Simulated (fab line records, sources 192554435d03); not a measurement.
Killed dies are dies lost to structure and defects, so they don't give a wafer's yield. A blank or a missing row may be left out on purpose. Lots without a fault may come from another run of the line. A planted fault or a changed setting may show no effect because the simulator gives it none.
fab line records | flow n5_finfet
record lots=7 wafers=21
route steps=1938 shown BEOL_M12@1639 BEOL_M13@1705 BEOL_M14@1716 BEOL_M15@1796 MIM_TOP@1838
start_h: hours from the record's first day to the start of the lot's first wafer shown | wait_h: hours since the lot's step before | " the same as in the row above | L1.1+2: a row that stands for several wafers | - no value, or no start given | * or withheld: withheld | < > ~ a bound
route shown NAME@n: a module of which the file shows steps, and the number in the route of the first | usual: mean/standard deviation of fault-free wafers | same: alike in all rows | chamber/n: place in a boat | sites: the reading at each site | _std_site: their standard deviation | _edge_site: outer sites' mean less inner sites' | radius_mm: how far each site lies from the wafer's centre | mask NAME#n: copy n | behind: the tool/chamber that last shaped the wafer | hold: why the lot was held/for how many hours/how that ended | device: the transistor (n, p or np) that didn't switch | end of line: the same wafers' tests at the end of the route | a step without rows: its recipe alone | killed: dies lost to structure and defects at the first sort, not the wafer's yield | map: a wafer's dies, x killed, . not, _ none there
set.NAME: the setting as run; set.NAME@STEP: as run at that earlier step | model.NAME: the simulator's own value behind a step, which no gauge read
lots whose settings were changed on purpose; a table a step, a row a wafer
## steps
# step N5_BEOL_M12_TRENCH_ETCH_34
# recipe chemistry=C4F8/O2/Ar target=SiOC target_depth_a=3189.5 mask_material=SOC pressure_mtorr=30 source_w=3000 bias_w=700 Ar_flow_sccm=400 C4F8_flow_sccm=15 O2_flow_sccm=8 he_inner_torr=15 he_outer_torr=30 time_s=125.5 ion_energy_ev=250
# columns lot.wafer tool chamber start_h wait_h set.time_s model.etch.depth_nm
L074.3 rie_diel-04 1 236.55 0.0 125.5 315
L074.4 " 2 " " 107.7 275.9
L074.6 " 0 " " 125.5 324.8
L076.3 rie_diel-06 0 243.73 0.0 153.7 393.3
L076.4 " 2 " " 153.7 391.4
L076.6 " 0 " " 153.7 388.6
L081.2 rie_diel-01 0 276.53 0.0 125.5 327
L081.3 " 2 " " 146.8 372.4
L081.4 " 3 " " 125.5 321.4
L084.3 rie_diel-01 1 291.47 0.0 109.8 280
L084.4 " 3 " " 125.5 319.1
L084.5 " 2 " " 125.5 317
L094.4 rie_diel-06 0 347.95 0.0 125.5 314.7
L094.5 " 3 " " 125.5 311.6
L094.6 " 2 " " 125.5 317.5
L096.4 rie_diel-06 0 364.10 0.0 125.5 318.1
L096.5 " 3 " " 99.64 251.6
L096.6 " 0 " " 125.5 316.3
L095.1 rie_diel-01 3 373.20 0.0 125.5 322
L095.4 " 1 " " 125.5 321
L095.5 " 1 " " 125.5 320.2
# step N5_BEOL_M12_STRIP_70
# recipe chemistry=C4F8/O2/Ar resist=SiARC rf_frequency_hz=6e+07
# step N5_BEOL_M12_OCD_MEAS_35
# usual trench_depth_nm=319/4
# columns lot.wafer tool chamber start_h wait_h set.time_s@BEOL_M12_TRENCH_ETCH_34 trench_depth_nm
L074.3 ocd-01 - 236.71 0.0 125.5 315
L074.4 " - " " 107.7 276
L074.6 " - " " 125.5 325
L076.3 ocd-01 - 243.88 0.0 153.7 393
L076.4 " - " " 153.7 391
L076.6 " - " " 153.7 388
L081.2 ocd-02 - 276.68 0.0 125.5 327
L081.3 " - " " 146.8 373
L081.4 " - " " 125.5 321
L084.3 ocd-02 - 291.63 0.0 109.8 279
L084.4 " - " " 125.5 319
L084.5 " - " " 125.5 317
L094.4 ocd-01 - 348.11 0.0 125.5 315
L094.5 " - " " 125.5 311
L094.6 " - " " 125.5 317
L096.4 ocd-02 - 364.26 0.0 125.5 318
L096.5 " - " " 99.64 251
L096.6 " - " " 125.5 316
L095.1 ocd-02 - 373.36 0.0 125.5 322
L095.4 " - " " 125.5 321
L095.5 " - " " 125.5 320
# step N5_BEOL_M12_STRIP_37
# recipe chemistry=N2/H2 power_w=1000 temp_c=250 h2_frac=0.65 overash_fraction=0.3 pressure_mtorr=withheld n2_flow_sccm=1750 h2_flow_sccm=3250
# step N5_BEOL_M12_ETCH_38
# recipe chemistry=CF4/N2 target=SiCN target_depth_a=687 taper_deg=2 time_s=73.4 ion_energy_ev=150 mask_material=SiO2 pressure_mtorr=40 source_w=430 bias_w=70 Ar_flow_sccm=100 cf4_flow_sccm=60 n2_flow_sccm=60
# columns lot.wafer tool chamber start_h wait_h set.time_s@BEOL_M12_ILD_DEP_00 model.SiOC_of_BEOL_M12_ILD_DEP_00.thk_nm
L074.3 rie_diel-04 2 236.88 - 130.7 614.2
L074.4 " 0 " " 112.5 524.2
L074.6 " 2 " " 130.7 621.8
L076.3 rie_diel-04 1 244.21 - 113.9 520.2
L076.4 " 2 " " 130.7 608.4
L076.6 " 3 " " 130.7 617.6
L081.2 rie_diel-01 1 278.18 - 130.7 615.6
L081.3 " 3 " " 141.8 668.4
L081.4 " 0 " " 141.8 675.6
L084.3 rie_diel-04 2 295.25 - 130.7 602.6
L084.4 " 2 " " 130.7 622.8
L084.5 " 3 " " 130.7 620.8
L094.4 rie_diel-06 0 352.31 - 130.7 611.8
L094.5 " 1 " " 130.7 618.2
L094.6 " 0 " " 116.3 557.4
L096.4 rie_diel-06 1 365.26 - 144.7 681.4
L096.5 " 1 " " 144.7 676.8
L096.6 " 2 " " 130.7 616.4
L095.1 rie_diel-04 1 377.41 - 130.7 601.4
L095.4 " 0 " " 130.7 603.8
L095.5 " 1 " " 130.7 612.2
# step N5_BEOL_M12_PRECLEAN_39
# recipe chemistry=residue_remover time_s=60 temp_c=40
# step N5_BEOL_M12_SRD_40
# recipe time_s=30 temp_c=23 rinse_liquid=diw dry=n2_spin spin_rpm=1500 dry_time_s=30
# step N5_BEOL_M12_ECD_47
# recipe material=Cu target_thk_a=7200
# step N5_BEOL_M12_ANNEAL_48
# recipe temp_c=225 time_s=90 ambient=N2
# step N5_BEOL_M12_CMP_49
# recipe stop_on=SiOC t_overpolish_s=20.6 down_force_psi=1 platen_rpm=50 clearing_platen_down_force_psi=1.5 clearing_platen_rpm=50 post_cmp_clean=cu_alkaline target_thk_nm=320 clearing_platen_pad_velocity_m_s=0.99484 pad_velocity_m_s=0.99484
# columns lot.wafer tool chamber start_h wait_h set.time_s@BEOL_M12_TRENCH_ETCH_34 model.Cu_of_BEOL_M12_ECD_47.thk_nm
L074.3 cmp-02 0 238.19 0.2 125.5 316
L074.4 " 3 " " 107.7 277
L074.6 " 1 " " 125.5 325.2
L076.3 cmp-04 0 246.09 0.2 153.7 394.2
L076.4 " 2 " " 153.7 391.4
L076.6 " 1 " " 153.7 389
L081.4 cmp-02 0 280.48 0.1 125.5 321.8
L081.2 " 1 " " 125.5 328
L081.3 " 3 " " 146.8 372.2
L084.3 cmp-02 3 296.68 0.2 109.8 280
L084.4 " 0 " " 125.5 319.6
L084.5 " 0 " " 125.5 317
L094.4 cmp-01 0 353.58 0.2 125.5 317.4
L094.6 " 2 " " 125.5 318.6
L094.5 " 3 " " 125.5 312.8
L096.4 cmp-01 2 366.96 0.2 125.5 320.2
L096.6 " 1 " " 125.5 319.8
L096.5 " 2 " " 99.64 253.2
L095.1 cmp-04 0 378.82 0.3 125.5 324.2
L095.4 " 2 " " 125.5 322.6
L095.5 " 1 " " 125.5 322
# step N5_BEOL_M12_THK_MEAS_50
# recipe thk_meas_gauge=xrf reads=Cu_of_BEOL_M12_ECD_47
# usual M12_THK=329/4.2
# columns lot.wafer tool chamber start_h wait_h set.time_s@BEOL_M12_TRENCH_ETCH_34 M12_THK[nm]
L074.3 film_metro-01 - 238.49 - 125.5 324
L074.4 " - " " 107.7 285
L074.6 " - " " 125.5 333
L076.3 film_metro-02 - 246.39 - 153.7 407
L076.4 " - " " 153.7 404
L076.6 " - " " 153.7 401
L081.2 film_metro-02 - 280.77 - 125.5 336
L081.3 " - " " 146.8 382
L081.4 " - " " 125.5 328
L084.3 film_metro-02 - 296.98 - 109.8 284
L084.4 " - " " 125.5 328
L084.5 " - " " 125.5 324
L094.4 film_metro-01 - 353.80 - 125.5 323
L094.5 " - " " 125.5 318
L094.6 " - " " 125.5 325
L096.4 film_metro-02 - 367.22 - 125.5 329
L096.5 " - " " 99.64 258
L096.6 " - " " 125.5 328
L095.1 film_metro-01 - 379.11 - 125.5 334
L095.4 " - " " 125.5 333
L095.5 " - " " 125.5 330
# step N5_BEOL_M12_PRE_CLEAN_52
# recipe gas=NH3 time_s=15 temp_c=withheld rf_power_w=300
# step N5_BEOL_M12_DEP_53
# recipe material=SiCN target_thk_a=300 temp_c=withheld precursor=3MS/NH3 pressure_torr=3 rf_w=675 time_s=10.5
# step N5_BEOL_M12_RS_MEAS_54
# recipe thk_meas_gauge=four-point-probe reads=Cu_of_BEOL_M12_ECD_47+Ta_of_BEOL_M12_SPUTTER_44+TaN_of_BEOL_M12_SPUTTER_43
# usual M12_RS=0.0600/0.00078
# columns lot.wafer tool chamber start_h wait_h set.time_s@BEOL_M12_TRENCH_ETCH_34 M12_RS[ohm/sq]
L074.3 film_metro-01 - 238.62 0.0 125.5 0.0609
L074.4 " - " " 107.7 0.0700
L074.6 " - " " 125.5 0.0591
L076.3 film_metro-01 - 246.51 0.0 153.7 0.0484
L076.4 " - " " 153.7 0.0487
L076.6 " - " " 153.7 0.0491
L081.2 film_metro-02 - 280.90 0.0 125.5 0.0584
L081.3 " - " " 146.8 0.0513
L081.4 " - " " 125.5 0.0595
L084.3 film_metro-01 - 297.14 0.0 109.8 0.0692
L084.4 " - " " 125.5 0.0600
L084.5 " - " " 125.5 0.0608
L094.4 film_metro-01 - 353.92 0.0 125.5 0.0607
L094.5 " - " " 125.5 0.0616
L094.6 " - " " 125.5 0.0603
L096.4 film_metro-01 - 367.35 0.0 125.5 0.0602
L096.5 " - " " 99.64 0.0770
L096.6 " - " " 125.5 0.0602
L095.1 film_metro-02 - 379.24 0.0 125.5 0.0592
L095.4 " - " " 125.5 0.0594
L095.5 " - " " 125.5 0.0595
# step N5_BEOL_M13_SPUTTER_43
# recipe material=TaN target_thk_a=150 temp_c=50 bias_v=168.6 power_w=15000 chamber_pressure_pa=0.12 time_s=24.19
# columns lot.wafer tool chamber start_h wait_h set.time_s model.TaN_of_BEOL_M13_SPUTTER_43.thk_nm
L074.3 pvd_sputter-02 - 243.82 0.0 24.19 15
L074.4 " - " " 23.05 14.4
L074.6 " - " " 23.05 14.2
L076.3 pvd_sputter-01 - 249.51 0.0 21.41 13.2
L076.4 " - " " 21.41 13
L076.6 " - " " 24.19 14.8
L081.2+3 pvd_sputter-01 - 284.15 0.0 27.68 17.2
L081.4 " - " " 24.19 14.8
L084.3+5 pvd_sputter-02 - 300.67 0.0 23.15 14.2
L084.4 " - " " 24.19 15
L094.4+5 pvd_sputter-01 - 358.57 0.0 24.19 15
L094.6 " - " " 24.19 15.2
L096.4 pvd_sputter-01 - 370.60 0.0 24.19 14.6
L096.5 " - " " 24.19 14.8
L096.6 " - " " 21.96 13.6
L095.1+4+5 pvd_sputter-02 - 383.95 0.0 24.19 14.6
# step N5_BEOL_M14_ILD_DEP_00
# recipe material=SiO2 target_thk_a=11193 temp_c=400 precursor=TEOS/O2 pressure_torr=6.5 rf_w=900 teos_flow_sccm=161.4 gas=O2 flow_sccm=2650 time_s=237.4
# columns lot.wafer tool chamber start_h wait_h set.time_s model.SiO2_of_BEOL_M14_ILD_DEP_00.thk_nm
L074.3 pecvd-01 1 245.04 0.0 211.7 988.2
L074.4 " 0 " " 237.4 1122
L074.6 " 2 " " 211.7 1006
L076.3 pecvd-02 0 250.74 0.0 237.4 1109
L076.4 " 0 " " 237.4 1121
L076.6 " 2 " " 202.2 957
L081.2 pecvd-02 0 285.39 0.0 237.4 1124
L081.3 " 2 " " 256.8 1198
L081.4 " 1 " " 256.8 1219
L084.3 pecvd-04 2 302.31 0.0 237.4 1110
L084.4 " 1 " " 237.4 1138
L084.5 " 2 " " 264.9 1260
L094.4 pecvd-01 0 360.12 0.1 237.4 1128
L094.5 " 1 " " 215 1015
L094.6 " 2 " " 215 1013
L096.4 pecvd-04 0 371.90 0.1 251.5 1204
L096.5 " 1 " " 237.4 1149
L096.6 " 2 " " 251.5 1194
L095.1 pecvd-02 0 385.19 0.0 237.4 1107
L095.4 " 2 " " 237.4 1099
L095.5 " 0 " " 237.4 1121
# step N5_BEOL_M14_THK_MEAS_01
# recipe reads=SiO2_of_BEOL_M14_ILD_DEP_00
# usual M14_ILD_THK=1119/15
# columns lot.wafer tool chamber start_h wait_h set.time_s@BEOL_M14_ILD_DEP_00 M14_ILD_THK[nm]
L074.3 film_metro-01 - 245.23 0.1 211.7 988
L074.4 " - " " 237.4 1122
L074.6 " - " " 211.7 1006
L076.3 film_metro-02 - 250.93 0.1 237.4 1109
L076.4 " - " " 237.4 1120
L076.6 " - " " 202.2 957
L081.2 film_metro-02 - 285.58 0.1 237.4 1125
L081.3 " - " " 256.8 1198
L081.4 " - " " 256.8 1220
L084.3 film_metro-02 - 302.50 0.1 237.4 1110
L084.4 " - " " 237.4 1139
L084.5 " - " " 264.9 1261
L094.4 film_metro-01 - 360.23 0.0 237.4 1129
L094.5 " - " " 215 1014
L094.6 " - " " 215 1012
L096.4 film_metro-02 - 372.01 0.0 251.5 1203
L096.5 " - " " 237.4 1149
L096.6 " - " " 251.5 1194
L095.1 film_metro-01 - 385.38 0.1 237.4 1107
L095.4 " - " " 237.4 1100
L095.5 " - " " 237.4 1121
# step N5_BEOL_M14_COAT_58
# recipe resist=BARC temp_c=205 time_s=60 spin_rpm=1500 resist_thk_nm=89
# step N5_BEOL_M14_COAT_04
# recipe spin_rpm=1704 resist_thk_nm=800
# step N5_BEOL_M14_DESCUM_15
# recipe chemistry=O2 time_s=7.9 source_power_w=50 bias_power_w=20 pressure_mtorr=20 rf_frequency_hz=2.712e+07 temp_c=40 o2_flow_sccm=225
# step N5_BEOL_M14_ETCH_59
# recipe chemistry=N2/H2 target=BARC target_depth_a=890 overetch_a=267 time_s=67.9 ion_energy_ev=200 pressure_mtorr=30 source_w=840 bias_w=150 n2_flow_sccm=200 h2_flow_sccm=200
# step N5_BEOL_M14_VIA_ETCH_16
# recipe chemistry=C4F8/O2/Ar target=SiO2 he_inner_torr=15 he_outer_torr=30 target_depth_a=12313 time_s=withheld ion_energy_ev=800 pressure_mtorr=20 source_w=1905 bias_w=2040 Ar_flow_sccm=400 C4F8_flow_sccm=16 O2_flow_sccm=12 ends=cleared
# columns lot.wafer tool chamber start_h wait_h set.time_s@BEOL_M14_ILD_DEP_00 model.etch.depth_nm model.coat_of_BEOL_M14_COAT_04.thk_nm
L074.3 rie_diel-04 3 245.84 0.0 * 988.2 489.2
L074.4 " 0 " " * 1122 453.4
L074.6 " 3 " " * 1006 482.6
L076.3 rie_diel-06 2 251.64 0.0 * 1109 460.4
L076.4 " 0 " " * 1121 456.2
L076.6 " 2 " " * 957.1 494
L081.2 rie_diel-01 1 286.06 0.0 * 1124 456
L081.3 " 2 " " * 1198 438.8
L081.4 " 3 " " * 1219 427.8
L084.3 rie_diel-04 0 303.11 0.0 * 1110 450.6
L084.4 " 3 " " * 1138 447.2
L084.5 " 0 " " * 1260 414.4
L094.4 rie_diel-06 0 360.71 0.0 * 1128 451.2
L094.5 " 2 " " * 1015 475.4
L094.6 " 1 " " * 1013 477.6
L096.4 rie_diel-04 1 372.71 0.1 * 1204 432.8
L096.5 " 0 " " * 1149 445.8
L096.6 " 2 " " * 1194 440
L095.1 rie_diel-01 1 386.42 0.0 * 1107 460.4
L095.4 " 3 " " * 1099 461.4
L095.5 " 1 " " * 1121 456.6
# step N5_BEOL_M15_COAT_60
# recipe resist=BARC temp_c=205 time_s=60 spin_rpm=1500 resist_thk_nm=89
# columns lot.wafer tool chamber start_h wait_h set.spin_rpm model.BARC_of_BEOL_M15_COAT_60.thk_nm
L074.3 litho_track-05 0 251.72 0.3 1500 89.4
L074.4+6 " 0 " " 1429 91.6
L076.3 litho_track-03 0 261.12 0.3 1500 88.8
L076.4 " 0 " " 1500 88.4
L076.6 " 0 " " 1500 88.6
L081.2 litho_track-02 0 291.07 0.3 1500 89
L081.3 " 0 " " 1422 92
L081.4 " 0 " " 1422 91.8
L084.3 litho_track-03 0 310.60 0.3 1500 89.2
L084.4 " 0 " " 1547 88
L084.5 " 0 " " 1500 89.6
L094.4 litho_track-03 0 371.02 0.3 1646 85.2
L094.5 " 0 " " 1646 84.8
L094.6 " 0 " " 1500 89.6
L096.4 litho_track-05 0 380.63 0.3 1500 89.4
L096.5+6 " 0 " " 1500 89.6
L095.1+4 litho_track-02 0 393.27 0.3 1500 88.8
L095.5 " 0 " " 1500 88.6
# step N5_BEOL_M15_ETCH_61
# recipe chemistry=N2/H2 target=BARC target_depth_a=890 overetch_a=267 time_s=67.9 ion_energy_ev=200 pressure_mtorr=30 source_w=840 bias_w=150 n2_flow_sccm=200 h2_flow_sccm=200
# columns lot.wafer tool chamber start_h wait_h set.time_s set.spin_rpm@BEOL_M15_COAT_60 model.coat_of_BEOL_M15_COAT_22.thk_nm model.etch.depth_nm
L074.3 rie_diel-05 3 252.67 0.0 60.9 1500 724.4 89.37
L074.4 " 2 " " 60.9 1429 727 91.66
L074.6 " 3 " " 67.9 1429 718.6 91.69
L076.3 rie_diel-03 0 262.00 0.0 74.7 1500 711.2 88.81
L076.4 " 2 " " 67.9 1500 719.8 88.44
L076.6 " 3 " " 67.9 1500 722.2 88.64
L081.2 rie_diel-03 3 291.46 0.0 67.9 1500 717.6 89.09
L081.3 " 1 " " 58.29 1422 729.6 91.91
L081.4 " 2 " " 67.9 1422 719.6 91.81
L084.3 rie_diel-05 1 310.99 0.0 67.9 1500 723.4 89.24
L084.4 " 3 " " 67.9 1547 720.8 88.06
L084.5 " 2 " " 67.9 1500 722 89.54
L094.4 rie_diel-02 1 371.55 0.0 75.32 1646 709.2 85.28
L094.5 " 3 " " 67.9 1646 719.2 84.86
L094.6 " 2 " " 67.9 1500 714 89.59
L096.4 rie_diel-03 2 381.49 0.0 67.9 1500 720.2 89.35
L096.5 " 2 " " 56.78 1500 725.8 89.53
L096.6 " 1 " " 56.78 1500 729.2 89.61
L095.1 rie_diel-03 3 394.04 0.0 67.9 1500 718.4 88.8
L095.4 " 2 " " 67.9 1500 718.4 88.73
L095.5 " 1 " " 67.9 1500 719 88.66
# step N5_MIM_TOP_SPUTTER_03
# recipe material=TiN target_thk_a=350 temp_c=200 power_w=3000 chamber_pressure_pa=0.49996 gas=Ar reactive_partial_pa=0.37997 time_s=89.7
# columns lot.wafer tool chamber start_h wait_h set.power_w model.TiN_of_MIM_TOP_SPUTTER_03.thk_nm
L074.3 pvd_sputter-02 - 260.96 0.0 3000 35
L074.4+6 " - " " 3000 35.6
L076.3 pvd_sputter-01 - 272.78 0.0 2602 30
L076.4 " - " " 3000 34.8
L076.6 " - " " 3000 34.6
L081.2 pvd_sputter-03 - 300.04 0.0 3000 34.8
L081.3+4 " - " " 2744 31.8
L084.3 pvd_sputter-03 - 316.06 0.0 2735 32
L084.4 " - " " 3000 35
L084.5 " - " " 2735 32.2
L094.4+5+6 pvd_sputter-01 - 377.94 0.0 3000 34.2
L096.4 pvd_sputter-01 - 389.35 0.0 3000 34.8
L096.5+6 " - " " 3317 38.6
L095.1+4 pvd_sputter-02 - 402.47 0.0 3000 35.2
L095.5 " - " " 3000 35
## key
split step=N5_BEOL_M12_TRENCH_ETCH_34 setting=time_s stated=125.5 by=wafer
response step=N5_BEOL_M12_TRENCH_ETCH_34 reading=model.etch.depth_nm change=+3.06 per=1% r=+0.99
response step=N5_BEOL_M12_OCD_MEAS_35 reading=trench_depth_nm change=+3.08 per=1% r=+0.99
response step=N5_BEOL_M12_CMP_49 reading=model.Cu_of_BEOL_M12_ECD_47.thk_nm change=+3.06 per=1% r=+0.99
response step=N5_BEOL_M12_THK_MEAS_50 reading=M12_THK change=+3.2 per=1% r=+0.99
response step=N5_BEOL_M12_RS_MEAS_54 reading=M12_RS change=-0.000681 per=1% r=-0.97
split step=N5_BEOL_M13_SPUTTER_43 setting=time_s stated=24.19 by=wafer
response step=N5_BEOL_M13_SPUTTER_43 reading=model.TaN_of_BEOL_M13_SPUTTER_43.thk_nm change=+0.152 per=1% r=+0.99
split step=N5_BEOL_M14_ILD_DEP_00 setting=time_s stated=237.4 by=wafer
response step=N5_BEOL_M14_ILD_DEP_00 reading=model.SiO2_of_BEOL_M14_ILD_DEP_00.thk_nm change=+11.1 per=1% r=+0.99
response step=N5_BEOL_M14_THK_MEAS_01 reading=M14_ILD_THK change=+11.1 per=1% r=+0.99
response step=N5_BEOL_M14_VIA_ETCH_16 reading=model.etch.depth_nm change=+11.1 per=1% r=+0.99
response step=N5_BEOL_M14_VIA_ETCH_16 reading=model.coat_of_BEOL_M14_COAT_04.thk_nm change=-2.66 per=1% r=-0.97
split step=N5_BEOL_M15_COAT_60 setting=spin_rpm stated=1500 by=wafer
response step=N5_BEOL_M15_COAT_60 reading=model.BARC_of_BEOL_M15_COAT_60.thk_nm change=-0.485 per=1% r=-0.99
response step=N5_BEOL_M15_ETCH_61 reading=model.etch.depth_nm change=-0.477 per=1% r=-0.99
split step=N5_BEOL_M15_ETCH_61 setting=time_s stated=67.9 by=wafer
response step=N5_BEOL_M15_ETCH_61 reading=model.coat_of_BEOL_M15_COAT_22.thk_nm change=-0.664 per=1% r=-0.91
split step=N5_MIM_TOP_SPUTTER_03 setting=power_w stated=3000 by=wafer
response step=N5_MIM_TOP_SPUTTER_03 reading=model.TiN_of_MIM_TOP_SPUTTER_03.thk_nm change=+0.351 per=1% r=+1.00
split outside_this_file step=N5_BEOL_M12_ILD_DEP_00 setting=time_s
# split outside_this_file: this setting was split too, and the file shows its column; the key of that split is in another file
